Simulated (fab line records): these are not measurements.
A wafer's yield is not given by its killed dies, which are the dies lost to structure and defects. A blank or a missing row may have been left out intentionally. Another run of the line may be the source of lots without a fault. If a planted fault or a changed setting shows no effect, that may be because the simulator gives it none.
Matching of chambers :: flow nand harc :: NHARC_A_BLC_CMP_25 on cmp-02 has 4 sister chambers
The step polishes, t overpolish 30 s, target thk 150 nm. 7 wafers are shown with their chamber, then 7 later ones without.

== EACH WAFER AND ITS CHAMBER ==
wafer: L075.1
chamber: 1
motor current A (A): 11.7
time to endpoint s (s): 31

wafer: L081.1
chamber: 2
motor current A (A): 12.9
time to endpoint s (s): 28

wafer: L084.4
chamber: 2
motor current A (A): 13.6
time to endpoint s (s): 29

wafer: L084.5
chamber: 0
motor current A (A): 11.0
time to endpoint s (s): 33

wafer: L084.6
chamber: 3
motor current A (A): 10.3
time to endpoint s (s): 27

wafer: L087.2
chamber: 0
motor current A (A): 10.3
time to endpoint s (s): 32

wafer: L087.3
chamber: 3
motor current A (A): 10.6
time to endpoint s (s): 22

== WAFERS MISSING THEIR CHAMBER ==
wafer: L087.4
motor current A (A): 12.4
time to endpoint s (s): 26

wafer: L087.1
motor current A (A): 11.3
time to endpoint s (s): 33

wafer: L087.5
motor current A (A): 11.0
time to endpoint s (s): 31

wafer: L087.6
motor current A (A): 11.0
time to endpoint s (s): 26

wafer: L097.3
motor current A (A): 13.0
time to endpoint s (s): 30

wafer: L097.4
motor current A (A): 12.2
time to endpoint s (s): 36

wafer: L097.6
motor current A (A): 12.7
time to endpoint s (s): 27

== CHAMBER TAKEN BY EACH ==
wafer: L087.4
from the rows above: can't be placed: 2 or 1
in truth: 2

wafer: L087.1
from the rows above: can't be placed: 1 or 0
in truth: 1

wafer: L087.5
from the rows above: can't be placed: 0 or 1
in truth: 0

wafer: L087.6
from the rows above: can't be placed: 3 or 1 or 0
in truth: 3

wafer: L097.3
from the rows above: 2
in truth: 2

wafer: L097.4
from the rows above: can't be placed: 1 or 0 or 2
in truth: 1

wafer: L097.6
from the rows above: can't be placed: 2 or 1
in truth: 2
Correct placement for 1 of the 7. Unplaceable from these rows: 6, with the true chamber sitting among the candidates in 6. Wrongly placed: 0.
How it was worked out, from the rows above alone: a wafer's distance from a chamber is the root of the sum, over the readings, of the square of ((its reading less the chamber's mean) divided by the reading's scatter). If the next closest chamber is less than 2 further off than the closest, the wafer can't be placed; otherwise it belongs to the closest. Each chamber's mean is taken over the wafers shown for it. How the scatter is found: for the shown wafers, subtract from each reading the mean of its chamber, square and add these, divide the total by (wafers less chambers), then take the root.
